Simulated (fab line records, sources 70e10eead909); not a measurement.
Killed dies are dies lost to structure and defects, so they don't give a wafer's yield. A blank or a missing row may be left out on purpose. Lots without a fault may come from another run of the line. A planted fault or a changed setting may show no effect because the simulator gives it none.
fab line records | flow nand_harc
record lots=6 wafers=18 last_day=32
route steps=1302 shown A_M0@1166 A_M1@1169 END@1302
lots that met no fault: from a run of the same line without faults
start_h: hours from the record's first day to the start of the lot's first wafer shown | wait_h: hours since the lot's step before | " the same as in the row above | L1.1+2: a row that stands for several wafers | - no value, or no start given | * or withheld: withheld | < > ~ a bound
route shown NAME@n: a module of which the file shows steps, and the number in the route of the first | usual: mean/standard deviation of fault-free wafers | same: alike in all rows | chamber/n: place in a boat | sites: the reading at each site | _std_site: their standard deviation | _edge_site: outer sites' mean less inner sites' | radius_mm: how far each site lies from the wafer's centre | mask NAME#n: copy n | behind: the tool/chamber that last shaped the wafer | hold: why the lot was held/for how many hours/how that ended | device: the transistor (n, p or np) that didn't switch | end of line: the same wafers' tests at the end of the route | a step without rows: its recipe alone | killed: dies lost to structure and defects at the first sort, not the wafer's yield | map: a wafer's dies, x killed, . not, _ none there
set.NAME: the setting as run; set.NAME@STEP: as run at that earlier step | model.NAME: the simulator's own value behind a step, which no gauge read
lots at some steps of the route; a table a step, a row a wafer
services: from which hour (start_h, from the record's first day; less than 0 if before it) a tool's chamber was out of use, for how many hours, and why
## steps
# step NHARC_A_M0_INSPECT_27
# usual raw_defect_count=499/95
# columns lot.wafer tool chamber start_h wait_h raw_defect_count
L292.1 defect_inspect-02 - 567.21 0.0 541
L292.3 " - " " 510
L292.4 " - " " 497
L291.1 defect_inspect-02 - 571.93 0.0 556
L291.2 " - " " 580
L291.6 " - " " 543
L293.1 defect_inspect-02 - 584.68 0.0 441
L293.2 " - " " 420
L293.5 " - " " 619
L304.1 defect_inspect-02 - 688.29 0.0 584
L304.2 " - " " 695
L304.6 " - " " 546
L306.2 defect_inspect-02 - 700.31 0.0 445
L306.3 " - " " 592
L306.4 " - " " 433
L307.2 defect_inspect-02 - 716.77 0.0 463
L307.4 " - " " 411
L307.5 " - " " 435
# step NHARC_A_M0_PRE_CLEAN_31
# recipe time_s=12 temp_c=370 rf_power_w=300 gas=NH3
# usual heater_power_w=679/69
# columns lot.wafer tool chamber start_h wait_h heater_power_w
L292.3 pecvd-01 2 567.28 0.1 724
L292.1 " 0 " " 645
L292.4 " 2 " " 722
L291.1 pecvd-01 2 572.01 0.1 702
L291.2 " 0 " " 601
L291.6 " 2 " " 712
L293.1 pecvd-04 1 584.76 0.1 751
L293.2 " 2 " " 721
L293.5 " 0 " " 626
L304.1 pecvd-01 1 688.37 0.1 594
L304.2 " 2 " " 681
L304.6 " 0 " " 636
L306.2 pecvd-01 2 700.37 0.1 739
L306.3 " 0 " " 686
L306.4 " 0 " " 669
L307.2 pecvd-04 1 716.86 0.1 647
L307.4 " 2 " " 848
L307.5 " 1 " " 669
# step NHARC_A_M0_DEP_32
# recipe target_thk_a=300 temp_c=370 target_thk_nm=30 pressure_torr=3 flow_sccm=200 rf_w=450 material=SiCN
# usual heater_power_w=633/86
# columns lot.wafer tool chamber start_h wait_h heater_power_w
L292.3 pecvd-01 2 567.36 0.1 579
L292.1 " 0 " " 547
L292.4 " 2 " " 577
L291.1 pecvd-01 2 572.12 0.1 584
L291.2 " 0 " " 567
L291.6 " 2 " " 589
L293.1 pecvd-04 1 584.87 0.1 725
L293.2 " 2 " " 826
L293.5 " 0 " " 568
L304.1 pecvd-01 1 688.48 0.1 508
L304.2 " 2 " " 609
L304.6 " 0 " " 538
L306.2 pecvd-01 2 700.45 0.1 621
L306.3 " 0 " " 635
L306.4 " 0 " " 649
L307.2 pecvd-04 1 717.00 0.1 629
L307.4 " 2 " " 691
L307.5 " 1 " " 631
# step NHARC_A_M1_DEP_00
# recipe target_thk_a=1825 target_thk_nm=182.5 temp_c=withheld pressure_torr=5 flow_sccm=200 rf_w=600 material=SiOC
# step NHARC_A_M1_DEHYDRATE_01
# recipe temp_c=150 time_s=120
# step NHARC_A_M1_HMDS_02
# recipe time_s=30
# step NHARC_A_M1_COAT_34
# recipe temp_c=200 time_s=65
# step NHARC_A_M1_COAT_03
# recipe spin_rpm=1500 resist_thk_nm=90
# step NHARC_A_M1_SOFTBAKE_04
# recipe temp_c=105 time_s=55
# step NHARC_A_M1_EBR_05
# step NHARC_A_M1_EXPOSE_06
# recipe na=1.35 target_cd_nm=120 dose_mj=75.13 mask_id=A_M1
# step NHARC_A_M1_PEB_07
# recipe peb_temp_c=100 peb_time_s=65
# step NHARC_A_M1_DEVELOP_08
# recipe develop_time_s=35 dev_temp_c=23
# usual developer_temp_C=22.99/0.1
# columns lot.wafer tool chamber start_h wait_h developer_temp_C
L292.1 litho_track-01 0 568 - 22.79
L292.3 " 0 " " 22.66
L292.4 " 0 " " 22.88
L291.1 litho_track-04 0 573 - 23.02
L291.2 " 0 " " 22.97
L291.6 " 0 " " 23.00
L293.1 litho_track-06 0 585 - 23.04
L293.2 " 0 " " 23.03
L293.5 " 0 " " 22.95
L304.1 litho_track-06 0 689 - 22.06
L304.2 " 0 " " 22.03
L304.6 " 0 " " 22.17
L306.2 litho_track-04 0 701 - 22.82
L306.3 " 0 " " 22.96
L306.4 " 0 " " 23.04
L307.2 litho_track-06 0 718 - 22.06
L307.4 " 0 " " 22.12
L307.5 " 0 " " 22.06
# step NHARC_A_M1_CD_MEAS_09
# recipe target_cd_nm=120 landing_energy_ev=500
# usual cd_nm=119.8/0.6
# columns lot.wafer tool chamber start_h wait_h cd_nm
L292.1 cd_sem-03 0 568.61 - 119.5
L292.3 " 0 " " 119.7
L292.4 " 0 " " 119.9
L291.1 cd_sem-02 0 573.20 - 120.4
L291.2 " 0 " " 120.4
L291.6 " 0 " " 119.8
L293.1 cd_sem-03 0 586.05 - 120.4
L293.2 " 0 " " 119.8
L293.5 " 0 " " 120.4
L304.1 cd_sem-03 0 689.66 - 119.7
L304.2 " 0 " " 120.3
L304.6 " 0 " " 119.7
L306.2 cd_sem-03 0 701.70 - 120.0
L306.3 " 0 " " 119.6
L306.4 " 0 " " 119.4
L307.2 cd_sem-03 0 718.17 - 120.5
L307.4 " 0 " " 120.2
L307.5 " 0 " " 120.2
# step NHARC_END_SORT_01
# recipe temp_c=25
# usual defect_limited_yield=91.5/2.9 killed_at_array=53/20 killed_at_other=1/1.2 killed_at_periphery=3.7/2.6 killed_dies=58/20 killed_open=3.5/1.8 killed_short=2.4/1.7 sort_bin_2_pct=3.1/1.3 sort_bin_3_pct=0.6/0.4 sort_bin_4_pct=4.9/1.7 sort_n_pass=619/20 sort_rim_yield_pct=92/4 sort_yield_pct=91.5/2.9
# same gross_dies=677 sort_bin_5_pct[%]=0 sort_bin_6_pct[%]=0 sort_bin_7_pct[%]=0 sort_bin_8_pct[%]=0 sort_rim_n_gross=106.00
# columns lot.wafer tool chamber start_h wait_h defect_limited_yield[%] killed_at_array killed_at_other killed_at_periphery killed_dies killed_open killed_short sort_bin_2_pct[%] sort_bin_3_pct[%] sort_bin_4_pct[%] sort_n_pass sort_rim_yield_pct[%] sort_yield_pct[%]
L292.1 prober-02 0 601.61 2.5 93.2 41 1 4 46 3 3 2.4 0.4 4.0 631 97 93.2
L292.3 prober-02 0 603.21 3.1 91.9 49 1 5 55 5 1 2.8 0.7 4.6 622 97 91.9
L292.4 prober-02 0 604.02 3.4 92.2 49 3 1 53 3 0 2.4 0.6 4.9 624 95 92.2
L291.1 prober-01 0 609.41 2.5 88.3 76 0 3 79 5 0 4.6 1.9 5.2 598 89 88.3
L291.2 prober-01 0 610.21 2.8 85.4 93 1 5 99 3 2 5.8 2.1 6.8 578 91 85.4
L291.6 prober-01 0 613.44 4.0 84.9 96 0 6 102 1 0 5.5 0.9 8.7 575 96 84.9
L293.1 prober-02 0 621.10 2.5 93.4 42 0 3 45 5 2 1.8 0.3 4.6 632 92 93.4
L293.2 prober-02 0 621.89 2.8 96.6 21 2 0 23 2 2 1.5 0 1.9 654 95 96.6
L293.5 prober-02 0 624.27 3.7 94.5 32 1 4 37 2 1 1.8 0.1 3.5 640 96 94.5
# killed by level:class
L292.1 A_CHANNEL_HOLE_D2:chamber_film_flake=28 A_STAIRCASE:chamber_film_flake=4 A_SGD_CUT:chamber_film_flake=2 P_M0:geometric_particle:open=1 A_CHANNEL_HOLE_D1:geometric_particle:short=1 A_CHANNEL_FILL_D2:geometric_particle:open=1 A_CONTACT:geometric_particle:short=1 A_M0:geometric_particle:open=1
L292.3 A_CHANNEL_HOLE_D2:chamber_film_flake=33 P_GATE:chamber_film_flake=3 A_CHANNEL_HOLE_D1:chamber_film_flake=3 A_STAIRCASE:chamber_film_flake=3 A_CONTACT:chamber_film_flake=2 A_M0:chamber_film_flake=2 P_M1:geometric_particle:open=1 A_ONON_D1:geometric_particle:open=1
L292.4 A_CHANNEL_HOLE_D2:chamber_film_flake=32 A_CHANNEL_HOLE_D1:chamber_film_flake=4 A_SGD_CUT:chamber_film_flake=3 THIN_TSV:chamber_film_flake=3 A_STAIRCASE:chamber_film_flake=2 A_SLIT:chamber_film_flake=2 A_SOURCE_PLATE:geometric_particle:open=1 A_ONON_D1:geometric_particle:open=1
L291.1 A_CHANNEL_HOLE_D2:chamber_film_flake=29 A_CHANNEL_HOLE_D1:chamber_film_flake=19 A_SLIT:chamber_film_flake=14 A_STAIRCASE:chamber_film_flake=3 A_CONTACT:chamber_film_flake=3 A_ONON_D2:geometric_particle:open=2 P_GATE:chamber_film_flake=2 A_WL_FILL:chamber_film_flake=2
L291.2 A_CHANNEL_HOLE_D2:chamber_film_flake=30 A_SLIT:chamber_film_flake=23 A_CHANNEL_HOLE_D1:chamber_film_flake=22 A_CONTACT:chamber_film_flake=6 A_STAIRCASE:chamber_film_flake=4 A_CHANNEL_FILL_D1:geometric_particle:short=2 P_ZERO_WELL:chamber_film_flake=2 P_GATE:chamber_film_flake=2
L291.6 A_CHANNEL_HOLE_D2:chamber_film_flake=33 A_CHANNEL_HOLE_D1:chamber_film_flake=29 A_SLIT:chamber_film_flake=27 P_GATE:chamber_film_flake=4 A_WL_FILL:chamber_film_flake=2 A_CHANNEL_HOLE_D2:geometric_particle:open=1 P_STI:chamber_film_flake=1 P_M2:chamber_film_flake=1
L293.1 A_CHANNEL_HOLE_D2:chamber_film_flake=15 A_STAIRCASE:chamber_film_flake=9 A_CHANNEL_HOLE_D1:chamber_film_flake=4 A_CONTACT:chamber_film_flake=3 A_M0:geometric_particle:open=2 A_SLIT:chamber_film_flake=2 A_WL_FILL:chamber_film_flake=2 P_STI:geometric_particle:open=1
L293.2 A_STAIRCASE:chamber_film_flake=9 A_CHANNEL_HOLE_D2:chamber_film_flake=4 A_CHANNEL_HOLE_D1:chamber_film_flake=2 THIN_TSV:chamber_film_flake=2 A_CHANNEL_FILL_D1:geometric_particle:short=1 A_SGD_CUT:geometric_particle:short=1 A_CONTACT:geometric_particle:open=1 A_M1:geometric_particle:open=1
L293.5 A_CHANNEL_HOLE_D2:chamber_film_flake=12 A_STAIRCASE:chamber_film_flake=11 A_CHANNEL_HOLE_D1:chamber_film_flake=3 P_GATE:chamber_film_flake=2 A_WL_FILL:chamber_film_flake=2 A_CONTACT:chamber_film_flake=2 P_M0:geometric_particle:open=1 A_WL_FILL:geometric_particle:open=1
## services
# columns tool chamber start_h hours kind
litho_track-04 - 553.00 7.0 pm
pecvd-01 - 598.77 1.1 repair
pecvd-04 - 631.15 13.0 pm
pecvd-04 0 631.15 13.0 vent_cycle
pecvd-04 1 631.15 13.0 vent_cycle
pecvd-04 2 631.15 13.0 vent_cycle
pecvd-01 - 642.47 0.8 repair
pecvd-04 0 644.15 - clean
pecvd-04 1 644.15 - clean
pecvd-04 2 644.15 - clean
pecvd-01 0 655.39 17.8 repair
pecvd-01 - 655.65 0.6 repair
pecvd-01 - 673.80 13.0 pm
pecvd-01 0 673.80 13.0 vent_cycle
pecvd-01 1 673.80 13.0 vent_cycle
pecvd-01 2 673.80 13.0 vent_cycle
litho_track-01 - 680.00 7.0 pm
pecvd-01 0 686.80 - clean
pecvd-01 1 686.80 - clean
pecvd-01 2 686.80 - clean
litho_track-06 - 704.00 7.0 pm
pecvd-01 1 708.80 17.5 repair
## key
first_sign step=NHARC_A_M1_DEVELOP_08 reading=developer_temp_C direction=down sigmas=8.8 usual=* struck=*
effect none on later readings
met_at NHARC_A_M1_DEVELOP_08
struck_wafers L304.1,L304.2,L304.6,L307.2,L307.4,L307.5
onset_between 585 689
fault kind=process_parameter_drift tool=litho_track-06 chamber=- onset_h=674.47 steps=NHARC_A_M1_DEVELOP_08 channel=dev_temp_c offset=* shape=step end_h=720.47 acts_in=* stated=*
